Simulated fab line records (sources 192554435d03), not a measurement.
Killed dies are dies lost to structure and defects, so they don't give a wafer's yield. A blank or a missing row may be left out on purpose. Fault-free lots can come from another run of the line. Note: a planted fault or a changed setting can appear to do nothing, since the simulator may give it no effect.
A struck lot beside a sound one / flow n5 finfet / 40 steps out of a route of 1938
Sound: wafers L801.1, L801.3, L801.6. The struck wafers were L799.1, L799.3, L799.6. At the end, the cause is stated.
Order at every step that has rows: each side's tool, ch and its chambers, its first start. Under that, the readings that differ: sound wafers / struck wafers / difference of the means / sigmas: that difference in standard deviations of wafers without a fault.
alike: a reading whose means differ by less than 2 such deviations, as well as words and numbers matching on both sides. not compared: withheld readings; readings where some wafer has no value; bounds like >300 that might hide an equal value; numbers whose values overlap and for which the record gives no deviation.
The two part at a step that has a row with sigmas, a row that says differs or no value, or rows on one side only. Numbers that have no deviation but don't overlap get no sigmas and don't part them. A reading missing from all wafers of one side parts the sides only when that side holds two or more wafers.

first, 12 steps without rows for these wafers: N5_SD_EPI_N_STRIP_36 (strips in N2/H2); N5_SD_EPI_N_ETCHBACK_44 (etches SiNx in CH3F/O2, stops on SiO2, target depth 14.5 nm); N5_SD_EPI_N_ETCH_45 (etches SiOCN in CH3F/O2, target depth 6 nm); N5_SD_EPI_N_ETCH_16 (etches SiO2 in CHF3/O2, target depth 5 nm); N5_SD_EPI_N_STRIP_47 (strips in CHF3/O2); N5_SD_EPI_N_SD_RECESS_17 (chemistry HBr/Cl2/O2, target depth 41 nm, time 23.7 s, bt time 3 s); N5_SD_EPI_N_STRIP_38 (strips in N2/H2); N5_SD_EPI_N_WET_ETCH_43 (etches SiO2 in dHF, time 14 s, target depth 1.5 nm); N5_SD_EPI_N_STRIP_18 (strips in SPM, time 750 s); N5_SD_EPI_N_SRD_20 (time 30 s); N5_SD_EPI_N_PRECLEAN_48 (cleans in NF3:NH3, afs cycles 2, time 20 s, sublimation time 60 s); N5_SD_EPI_N_VAPOR_ETCH_50 (etches Si in HCl, time 54 s).
N5_SD_EPI_N_EPI_21: deposits Si:P, time 690 s.
  sound on epi rpcvd-04 ch 0, day 8 02:18; struck on epi rpcvd-02 ch 0, day 7 14:04
reading=chamber pressure Torr (Torr); sound=255.1 254.7 255.4; struck=124.0 124.7 124.5; difference=-130.7; sigmas=-99 or more
reading=lamp inner pct (%); sound=18.5 18.4 18.4; struck=15.8 15.7 15.7; difference=-2.7; sigmas=-2
reading=model.Si-P_of_SD_EPI_N_EPI_21.thk nm (nm); sound=59.8 60.2 59; struck=43.8 43.8 43.2; difference=-16.1; sigmas=
N5_SD_EPI_N_EPI_MEAS_23:
  sound on film metro-02, day 8 04:35; struck on film metro-02, day 7 17:05
reading=thk nm (nm); sound=60.2 60.5 58.9; struck=44.1 42.8 43.6; difference=-16.4; sigmas=-15
then, 24 steps without rows for these wafers: N5_SD_EPI_N_PRECLEAN_24 (cleans in O3/DIW, time 60 s); N5_SD_EPI_N_SRD_25 (time 30 s); N5_SD_EPI_N_PRECLEAN_49 (cleans in NF3:NH3, afs cycles 1, time 20 s, sublimation time 60 s); N5_SD_EPI_N_LINER_46 (material SiNx, target thk 3 nm); N5_SD_EPI_P_COAT_34 (time 60 s, resist thk 350 nm); N5_SD_EPI_P_COAT_35 (time 60 s, resist thk 35 nm); N5_SD_EPI_P_COAT_03 (resist thk 150 nm); N5_SD_EPI_P_EBR_05; N5_SD_EPI_P_SOFTBAKE_04 (time 60 s); N5_SD_EPI_P_EXPOSE_06 (exposes mask SD P BLK, target cd 240 nm); N5_SD_EPI_P_PEB_07 (peb time 60 s); N5_SD_EPI_P_DEVELOP_08 (develop time 30 s); N5_SD_EPI_P_DESCUM_14 (chemistry O2, time 7.9 s); N5_SD_EPI_P_ETCH_36 (etches SiARC in CF4, target depth 45.5 nm, time 75.8 s); N5_SD_EPI_P_ETCH_37 (etches SOC in N2/H2, overetch 108 nm, time 486 s); N5_SD_EPI_P_STRIP_38 (strips in N2/H2); N5_SD_EPI_P_ETCHBACK_46 (etches SiNx in CH3F/O2, stops on SiO2, target depth 17.5 nm); N5_SD_EPI_P_ETCH_47 (etches SiOCN in CH3F/O2, target depth 25 nm); N5_SD_EPI_P_ETCH_16 (etches SiO2 in CHF3/O2, target depth 5 nm); N5_SD_EPI_P_STRIP_50 (strips in CHF3/O2); N5_SD_EPI_P_SD_RECESS_17 (chemistry HBr/Cl2/O2, target depth 39.1 nm, bt time 3 s); N5_SD_EPI_P_WET_ETCH_45 (etches SiO2 in dHF, time 10.7 s, target depth 2 nm, rinse time 30 s); N5_SD_EPI_P_STRIP_40 (strips in N2/H2); N5_SD_EPI_P_PRECLEAN_52 (cleans in O3/DIW, time 60 s).
N5_MOL_CONTACT_COAG_ETCH_15: etches SiNx in CH3F/O2, stops on Si:P, target depth 7 nm.
  sound on rie diel-04 ch 0,1,2, day 9 16:26; struck on rie diel-01 ch 1,2,3, day 9 05:11
reading=model.Si-P_of_SD_EPI_N_EPI_21.thk nm (nm); sound=59 59.2 58.2; struck=43.2 43 42.6; difference=-15.9; sigmas=
  alike: O2_flow_sccm, drypump motor current A, oes product au, rf vpp V, showerhead plenum p Torr, throttle valve pct
  not compared: rf hours counter h
-- the record jumps here: 9 days lie between the struck wafers' starts before and after (it left off in module MOL_CONTACT_COAG and takes up again in module PASSIVATION, whose first step shown is number 1936 of the route) --
N5_PASSIVATION_PROBE_49:
  record: rows for the struck wafers here (prober-01, day 18 04:29), none for the sound ones

== WHERE THEY PART ==
Last at N5_PASSIVATION_PROBE_49 as far as this record goes, first at N5_SD_EPI_N_EPI_21.

WHY: the cause the simulator had injected
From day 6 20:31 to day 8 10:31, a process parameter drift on epi rpcvd-02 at N5_SD_EPI_N_EPI_21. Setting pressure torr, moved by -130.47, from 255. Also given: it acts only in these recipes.
